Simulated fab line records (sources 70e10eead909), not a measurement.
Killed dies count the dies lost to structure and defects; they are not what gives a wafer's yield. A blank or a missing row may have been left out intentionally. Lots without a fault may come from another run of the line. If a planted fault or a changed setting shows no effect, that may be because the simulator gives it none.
Matching of chambers || flow nand harc || 4 sister chambers for NHARC_P_ZERO_WELL_DESCUM_39 on rie diel-03
The step chemistry O2, time 3 s. 4 wafers are shown with their chamber, then 10 later ones without.

WAFERS, EACH WITH ITS CHAMBER
{"wafer": "L086.5", "chamber": 0, "oes product au (a.u.)": 1.010}
{"wafer": "L089.2", "chamber": 1, "oes product au (a.u.)": 1.010}
{"wafer": "L089.3", "chamber": 3, "oes product au (a.u.)": 0.992}
{"wafer": "L092.5", "chamber": 2, "oes product au (a.u.)": 0.990}

WAFERS MISSING THEIR CHAMBER
{"wafer": "L092.6", "oes product au (a.u.)": 1.001}
{"wafer": "L094.3", "oes product au (a.u.)": 0.993}
{"wafer": "L094.4", "oes product au (a.u.)": 1.007}
{"wafer": "L094.5", "oes product au (a.u.)": 0.999}
{"wafer": "L095.1", "oes product au (a.u.)": 1.002}
{"wafer": "L095.2", "oes product au (a.u.)": 1.008}
{"wafer": "L095.5", "oes product au (a.u.)": 0.991}
{"wafer": "L096.1", "oes product au (a.u.)": 0.990}
{"wafer": "L096.2", "oes product au (a.u.)": 0.989}
{"wafer": "L096.3", "oes product au (a.u.)": 1.013}

CHAMBER TAKEN BY EACH
{"wafer": "L092.6", "from the rows above": "can't be placed: 3 or 0 or 1 or 2", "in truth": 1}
{"wafer": "L094.3", "from the rows above": "can't be placed: 3 or 2", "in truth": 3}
{"wafer": "L094.4", "from the rows above": "can't be placed: 0 or 1", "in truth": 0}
{"wafer": "L094.5", "from the rows above": "can't be placed: 3 or 2 or 0 or 1", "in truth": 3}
{"wafer": "L095.1", "from the rows above": "can't be placed: 0 or 1 or 3 or 2", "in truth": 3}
{"wafer": "L095.2", "from the rows above": "can't be placed: 0 or 1", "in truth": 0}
{"wafer": "L095.5", "from the rows above": "can't be placed: 2 or 3", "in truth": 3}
{"wafer": "L096.1", "from the rows above": "can't be placed: 2 or 3", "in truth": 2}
{"wafer": "L096.2", "from the rows above": "can't be placed: 2 or 3", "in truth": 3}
{"wafer": "L096.3", "from the rows above": "can't be placed: 0 or 1", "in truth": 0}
Correct placement for 0 of the 10. Cannot be placed on the basis of these rows: 10; the candidates contain the true chamber in 10. Wrongly placed: 0.
How it was worked out, from the rows above alone: a wafer's distance from a chamber is the root of the sum, over the readings, of the square of ((its reading less the chamber's mean) divided by the reading's scatter). If the next closest chamber is less than 2 further off than the closest, the wafer can't be placed; otherwise it belongs to the closest. A chamber's mean is the mean of its shown wafers. The scatter (one wafer shown for each chamber): square how far every hidden wafer sits from the nearest shown wafer, average those squares and take the square root.
